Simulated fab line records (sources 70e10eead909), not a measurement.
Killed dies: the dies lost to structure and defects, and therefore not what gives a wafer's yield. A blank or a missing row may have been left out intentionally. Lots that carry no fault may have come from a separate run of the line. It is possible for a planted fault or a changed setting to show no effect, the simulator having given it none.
fab line records	flow nand-harc
record lots=6	wafers=18	last-day=33
route steps=1302 shown P_BONDPAD@360
lots with no fault: from the same line, run without faults
start-h: start of the lot's first displayed wafer, in hours after the record's first day	wait-h: time in hours since the lot's previous step	" identical to the entry in the row above	L1.1+2: a single row standing in for several wafers	- no value, or no start was given	* or withheld: withheld	< > ~ a bound
route shown NAME@n: names a module that has steps shown in the file, with the first one's number in the route	usual: mean and standard deviation over wafers with no fault	same: alike in all rows	chamber/n: place in a boat	sites: each site's reading	_std_site: standard deviation of those values	_edge_site: the outer-site mean with the inner-site mean subtracted	radius-mm: how far each site lies from the wafer's centre	mask NAME#n: copy n	behind: tool/chamber where the wafer was last shaped	hold: reason for holding the lot/hours on hold/outcome of the hold	device: names the non-switching transistor (n, p or np)	end of line: the route-end tests of the same wafers	where a step has no rows: the recipe by itself	killed: the dies lost at the first sort to structure and to defects; this is not the yield of the wafer	map: dies across one wafer; x = killed, . = not, _ = none there
set.NAME: the setting the step ran with; set.NAME@STEP: the setting that earlier step ran with	model.NAME: the simulator's own value behind a step, which no gauge read
lots at some steps of the route; a table a step, a row a wafer
services: when a tool's chamber went out of use (start-h, in hours from the record's first day, below 0 if earlier), for how many hours, and the reason
## steps
# step NHARC_P_BONDPAD_EBR_05
# step NHARC_P_BONDPAD_EXPOSE_06
# recipe na=0.55	dose-mj=37.06	mask-id=P_BPAD
# step NHARC_P_BONDPAD_PEB_07
# recipe peb-temp-c=128	peb-time-s=80
# step NHARC_P_BONDPAD_DEVELOP_08
# recipe time-s=50	dev-temp-c=22
# step NHARC_P_BONDPAD_CD_MEAS_09
# recipe target-cd-nm=500	landing-energy-ev=500
# usual cd-nm=499.9/1.5
lot.wafer	tool	chamber	start-h	wait-h	cd-nm
L893.1	cd-sem-02	0	148.25	-	498.7
L893.5	"	0	"	"	499.9
L893.6	"	0	"	"	501.7
L896.1	cd-sem-02	0	160.07	-	502.2
L896.4	"	0	"	"	500.0
L896.5	"	0	"	"	500.5
L901.2	cd-sem-02	0	210.89	-	500.5
L901.3	"	0	"	"	499.2
L901.4	"	0	"	"	499.9
L914.1	cd-sem-03	0	334.89	-	499.2
L914.3	"	0	"	"	500.2
L914.6	"	0	"	"	500.4
L913.3	cd-sem-01	0	335.46	-	500.4
L913.5	"	0	"	"	501.5
L913.6	"	0	"	"	498.5
L915.1	cd-sem-02	0	347.16	-	502.0
L915.3	"	0	"	"	501.4
L915.5	"	0	"	"	499.6
# step NHARC_P_BONDPAD_OVL_MEAS_38
# usual overlay-x-nm=0/6.5	overlay-y-nm=0/6.3
lot.wafer	tool	chamber	start-h	wait-h	overlay-x-nm	overlay-y-nm
L893.1	overlay-02	-	148.34	-	7	-7
L893.5	"	-	"	"	7	-7
L893.6	"	-	"	"	8	-6
L896.1	overlay-02	-	160.15	-	4	8
L896.4	"	-	"	"	5	8
L896.5	"	-	"	"	4	8
L901.2	overlay-01	-	210.98	-	6	1
L901.3	"	-	"	"	6	2
L901.4	"	-	"	"	6	2
L914.1	overlay-01	-	334.98	-	4	-1
L914.3	"	-	"	"	5	-2
L914.6	"	-	"	"	4	-1
L913.3	overlay-01	-	335.55	-	-6	10
L913.5	"	-	"	"	-6	10
L913.6	"	-	"	"	-6	10
L915.1	overlay-01	-	347.25	-	1	-4
L915.3	"	-	"	"	1	-4
L915.5	"	-	"	"	1	-4
# step NHARC_P_BONDPAD_HARDBAKE_10
# recipe temp-c=118	time-s=65
# step NHARC_P_BONDPAD_DESCUM_11
# recipe time-s=3	o2-flow-sccm=200	ar-flow-sccm=0	bias-power-w=0	chemistry=O2
# usual drypump-motor-current-A=5.8/0.6	oes-product-au=1.001/0.0072	rf-vpp-V=57.7/0.93	showerhead-plenum-p-Torr=1.92/0.087	throttle-valve-pct=11.312/0.0086
lot.wafer	tool	chamber	start-h	wait-h	drypump-motor-current-A	oes-product-au	rf-hours-counter-h	rf-vpp-V	showerhead-plenum-p-Torr	throttle-valve-pct
L893.1	rie-diel-10	2	148.47	-	5.3	0.988	2.5	57.2	1.82	11.293
L893.5	"	1	"	"	5.9	0.998	-	57.7	1.89	11.297
L893.6	"	2	"	"	5.3	0.998	-	57.7	1.82	11.310
L896.1	rie-diel-10	3	160.30	-	4.7	1.004	5.5	56.4	1.81	11.300
L896.4	"	0	"	"	6.2	0.991	6.2	57.5	2.01	11.291
L896.5	"	2	"	"	5.3	0.997	-	57.4	1.82	11.300
L901.3	rie-diel-09	3	211.11	-	6.1	1.004	1.9	58.7	1.90	11.319
L901.4	"	0	"	"	6.5	1.011	2.1	58.5	1.92	11.320
L901.2	"	1	"	"	6.4	1.004	1.9	58.5	2.03	11.315
L914.3	rie-diel-10	1	335.10	-	5.9	1.008	4.1	57.3	1.89	11.319
L914.1	"	2	"	"	5.3	0.989	3.8	57.1	1.82	11.310
L914.6	"	2	"	"	5.3	1.003	-	58.9	1.82	11.320
L913.3	rie-diel-10	3	335.69	-	4.7	1.008	3.4	56.5	1.81	11.311
L913.5	"	1	"	"	6.0	1.003	-	56.2	1.89	11.299
L913.6	"	2	"	"	5.2	1.019	-	57.4	1.82	11.302
L915.1	rie-diel-10	1	347.39	-	5.9	0.994	5.1	57.9	1.89	11.323
L915.3	"	2	"	"	5.3	0.995	4.9	57.0	1.81	11.317
L915.5	"	0	"	"	6.2	0.994	-	58.9	2.01	11.320
# step NHARC_P_BONDPAD_ETCH_37
# recipe target-depth-a=600	overetch-a=180	time-s=65.91	ion-energy-ev=200	n2-flow-sccm=150	h2-flow-sccm=150	ar-flow-sccm=0	rf-w=400	bias-w=150	chemistry=N2/H2
# usual drypump-motor-current-A=5.8/0.6	oes-product-au=1.002/0.0069	rf-vpp-V=430.9/2.7	showerhead-plenum-p-Torr=2.05/0.096	throttle-valve-pct=14.172/0.0093
lot.wafer	tool	chamber	start-h	wait-h	drypump-motor-current-A	oes-product-au	rf-hours-counter-h	rf-vpp-V	showerhead-plenum-p-Torr	throttle-valve-pct
L893.1	rie-diel-10	2	148.55	0.1	5.3	0.995	2.5	427.1	1.93	14.166
L893.5	"	2	"	"	5.3	0.997	-	428.2	1.93	14.170
L893.6	"	3	"	"	4.7	0.995	-	425.8	1.93	14.172
L896.1	rie-diel-10	2	160.38	0.1	5.3	0.992	2.8	427.0	1.94	14.163
L896.4	"	3	"	"	4.7	1.006	5.5	426.9	1.93	14.185
L896.5	"	0	"	"	6.2	1.001	-	433.1	2.15	14.173
L901.3	rie-diel-09	3	211.19	0.1	6.0	0.994	1.9	431.0	2.03	14.189
L901.4	"	1	"	"	6.4	0.986	1.9	435.1	2.17	14.180
L901.2	"	2	"	"	6.2	0.997	1.7	434.7	2.21	14.169
L914.1	rie-diel-10	1	335.19	0.1	5.9	1.004	4.1	428.5	2.01	14.177
L914.3	"	0	"	"	6.2	0.997	3.6	432.2	2.14	14.153
L914.6	"	1	"	"	5.9	1.007	-	428.0	2.01	14.175
L913.3	rie-diel-10	0	335.76	0.1	6.2	1.011	3.7	432.3	2.14	14.189
L913.6	"	0	"	"	6.2	1.000	-	433.3	2.14	14.165
L913.5	"	1	"	"	5.9	1.004	-	429.5	2.01	14.182
L915.1	rie-diel-10	1	347.46	0.1	6.0	1.013	5.1	430.4	2.01	14.180
L915.3	"	3	"	"	4.7	1.008	4.1	427.1	1.93	14.158
L915.5	"	1	"	"	5.9	1.004	-	430.3	2.01	14.171
# step NHARC_P_BONDPAD_ETCH_12
# recipe target-depth-a=2000	time-s=100	chf3-flow-sccm=50	o2-flow-sccm=10	ar-flow-sccm=200	rf-w=500	bias-w=200	chemistry=CHF3/O2
# usual drypump-motor-current-A=5.8/0.6	oes-product-au=0.937/0.02	rf-vpp-V=370.8/2.4	showerhead-plenum-p-Torr=2.41/0.11	throttle-valve-pct=20.573/0.0089
lot.wafer	tool	chamber	start-h	wait-h	drypump-motor-current-A	oes-product-au	rf-hours-counter-h	rf-vpp-V	showerhead-plenum-p-Torr	throttle-valve-pct
L893.1	rie-diel-10	3	-	-	4.7	0.933	5.2	367.2	2.28	20.569
L893.5	"	3	"	"	4.7	0.928	-	368.2	2.28	20.568
L893.6	"	0	"	"	6.2	0.932	-	372.3	2.52	20.570
L896.4	rie-diel-10	0	-	-	6.2	0.926	6.2	375.1	2.52	20.593
L896.1	"	3	"	"	4.7	0.915	5.5	366.9	2.28	20.572
L896.5	"	0	"	"	6.2	0.930	-	372.4	2.52	20.567
L901.3	rie-diel-09	0	-	-	6.5	0.911	2.2	371.4	2.41	20.571
L901.4	"	2	"	"	6.3	0.917	1.7	374.1	2.59	20.563
L901.2	"	3	"	"	6.1	0.922	2.0	370.0	2.39	20.589
L914.3	rie-diel-10	1	-	-	5.9	0.924	4.1	369.5	2.37	20.558
L914.1	"	2	"	"	5.3	0.935	3.9	369.1	2.28	20.569
L914.6	"	3	"	"	4.7	0.912	-	369.4	2.28	20.582
L913.3	rie-diel-10	3	-	-	4.7	0.976	3.5	367.6	2.28	20.571
L913.5	"	1	"	"	5.9	0.962	-	369.9	2.37	20.556
L913.6	"	2	"	"	5.3	0.959	-	367.6	2.28	20.571
L915.3	rie-diel-10	2	-	-	5.3	0.925	4.9	367.9	2.28	20.579
L915.1	"	0	"	"	6.2	0.918	4.3	373.7	2.52	20.564
L915.5	"	3	"	"	4.7	0.926	-	368.0	2.28	20.590
# step NHARC_P_BONDPAD_CD_MEAS_13
# usual cd-nm=499.4/1.7
lot.wafer	tool	chamber	start-h	wait-h	cd-nm
L893.1	cd-sem-03	-	148.78	-	497.7
L893.5	"	-	"	"	499.7
L893.6	"	-	"	"	501.0
L896.1	cd-sem-03	-	160.59	-	501.9
L896.4	"	-	"	"	499.1
L896.5	"	-	"	"	500.2
L901.2	cd-sem-01	-	211.42	-	500.3
L901.3	"	-	"	"	498.5
L901.4	"	-	"	"	499.5
L914.1	cd-sem-02	-	335.42	-	499.2
L914.3	"	-	"	"	499.6
L914.6	"	-	"	"	500.2
L913.3	cd-sem-03	-	335.99	-	500.7
L913.5	"	-	"	"	502.1
L913.6	"	-	"	"	499.0
L915.1	cd-sem-02	-	347.69	-	500.6
L915.3	"	-	"	"	500.1
L915.5	"	-	"	"	498.6
# step NHARC_P_BONDPAD_STRIP_15
# recipe o2-flow-sccm=500	ar-flow-sccm=0	bias-w=0	chemistry=O2
# usual drypump-motor-current-A=5.9/0.55	oes-product-au=1.002/0.0059	rf-vpp-V=57.8/0.99	showerhead-plenum-p-Torr=3.58/0.15	throttle-valve-pct=17.037/0.0093
lot.wafer	tool	chamber	start-h	wait-h	drypump-motor-current-A	oes-product-au	rf-hours-counter-h	rf-vpp-V	showerhead-plenum-p-Torr	throttle-valve-pct
L893.1	rie-diel-10	2	148.88	0.1	5.3	1.004	2.6	57.2	3.36	17.042
L893.6	"	0	"	"	6.2	1.001	-	58.8	3.70	17.042
L893.5	"	1	"	"	6.0	0.993	-	58.7	3.49	17.039
L896.1	rie-diel-09	0	160.68	0.1	6.5	1.007	0.1	58.4	3.54	17.030
L896.4	"	2	"	"	6.3	0.998	0.2	58.4	3.80	17.042
L896.5	"	0	"	"	6.5	1.004	-	58.6	3.54	17.040
L901.2	rie-diel-10	3	211.51	0.1	4.7	1.009	7.6	57.5	3.35	17.035
L901.3	"	0	"	"	6.2	1.001	7.9	58.8	3.70	17.060
L901.4	"	1	"	"	5.9	0.997	7.3	57.5	3.49	17.041
L914.1	rie-diel-09	1	335.51	0.1	6.4	1.004	0.5	58.4	3.73	17.052
L914.3	"	3	"	"	6.1	1.008	0.0	57.5	3.50	17.049
L914.6	"	0	"	"	6.5	1.002	-	56.6	3.54	17.039
L913.3	rie-diel-09	1	336.11	0.1	6.5	1.007	0.6	57.4	3.73	17.022
L913.5	"	2	"	"	6.3	0.998	-	60.0	3.79	17.033
L913.6	"	3	"	"	6.0	0.995	-	57.1	3.50	17.048
L915.3	rie-diel-06	0	347.76	0.1	4.7	1.002	1.5	57.1	3.45	17.037
L915.1	"	3	"	"	6.0	1.003	1.5	58.0	3.66	17.054
L915.5	"	3	"	"	6.0	1.005	-	57.9	3.66	17.037
# step NHARC_P_BONDPAD_ETCH_24
# recipe target-depth-a=300	over-etch-frac=0.3	time-s=72.99	ion-energy-ev=150	cf4-flow-sccm=50	n2-flow-sccm=100	ar-flow-sccm=150	rf-w=300	bias-w=100	chemistry=CF4/N2
# usual drypump-motor-current-A=5.9/0.57	oes-product-au=1.000/0.0077	rf-vpp-V=314.9/2.1	showerhead-plenum-p-Torr=2.66/0.11	throttle-valve-pct=19.794/0.0093
lot.wafer	tool	chamber	start-h	wait-h	drypump-motor-current-A	oes-product-au	rf-hours-counter-h	rf-vpp-V	showerhead-plenum-p-Torr	throttle-valve-pct
L893.1	rie-diel-10	0	149.02	-	6.2	0.999	5.9	317.1	2.75	19.792
L893.6	"	2	"	"	5.3	1.003	-	311.3	2.50	19.794
L893.5	"	3	"	"	4.7	0.996	-	310.3	2.50	19.790
L896.4	rie-diel-09	3	160.82	-	6.1	1.002	0.2	313.8	2.61	19.794
L896.1	"	1	"	"	6.4	1.004	0.2	318.8	2.78	19.782
L896.5	"	0	"	"	6.5	1.008	-	314.0	2.64	19.790
L901.2	rie-diel-10	0	211.64	-	6.2	1.004	7.9	316.2	2.75	19.800
L901.3	"	1	"	"	6.0	1.003	7.4	313.2	2.59	19.790
L901.4	"	3	"	"	4.7	1.005	7.6	312.8	2.49	19.799
L914.3	rie-diel-09	1	335.65	-	6.4	1.010	0.6	318.1	2.78	19.790
L914.1	"	2	"	"	6.2	0.811	0.6	319.0	2.83	19.793
L914.6	"	0	"	"	6.5	1.010	-	314.6	2.63	19.788
L913.3	rie-diel-09	1	336.23	-	6.4	1.017	0.6	316.6	2.78	19.792
L913.5	"	2	"	"	6.2	0.810	-	317.9	2.83	19.784
L913.6	"	3	"	"	6.0	1.008	-	313.2	2.61	19.796
L915.3	rie-diel-06	0	347.95	0.2	4.8	1.000	1.6	313.9	2.57	19.795
L915.1	"	2	"	"	5.8	1.007	1.6	316.3	2.69	19.784
L915.5	"	3	"	"	6.0	1.001	-	314.2	2.72	19.811
# step NHARC_P_BONDPAD_STRIP_16
# recipe time-s=600	temp-c=30	chemistry=post-etch-residue-remover
## services
tool	chamber	start-h	hours	kind
rie-diel-06	-	130.20	9.0	pm
rie-diel-10	2	131.49	5.3	repair
rie-diel-09	-	143.10	9.0	pm
rie-diel-10	0	148.00	-	clean
rie-diel-10	1	148.00	-	clean
rie-diel-10	2	148.00	-	clean
rie-diel-10	3	148.00	-	clean
rie-diel-06	2	166.11	20.1	repair
rie-diel-10	1	167.67	4.5	repair
rie-diel-10	0	172.50	-	clean
rie-diel-10	1	172.50	-	clean
rie-diel-10	2	172.50	-	clean
rie-diel-10	3	172.50	-	clean
rie-diel-10	1	174.66	4.0	repair
rie-diel-06	1	185.32	13.0	repair
rie-diel-10	0	197.00	-	clean
rie-diel-09	0	217.26	57.8	repair
rie-diel-10	-	242.50	9.0	pm
rie-diel-09	2	271.92	3.1	repair
rie-diel-09	3	285.98	3.9	repair
rie-diel-06	1	294.07	1.2	repair
rie-diel-06	-	307.20	9.0	pm
rie-diel-09	-	320.10	9.0	pm
rie-diel-06	1	346.24	2.7	repair
## key
first-sign step=NHARC_P_BONDPAD_ETCH_24	reading=oes-product-au	direction=down	sigmas=25	usual=1.000	struck=0.811
effect none on later readings
met-at NHARC_P_BONDPAD_ETCH_24
struck-wafers L913.5,L914.1
sort-left-out L913.5,L914.1
onset-between 160.82 335.65
fault kind=process-parameter-drift	tool=rie-diel-09	chamber=-	onset-h=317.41	steps=NHARC_P_BONDPAD_ETCH_24	channel=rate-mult	offset=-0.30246	shape=step	end-h=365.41	scope=struck-wafers-only
# sort-left-out: the simulated sort isn't trusted on such a fault, so these wafers' sort isn't shown, and their yield isn't known
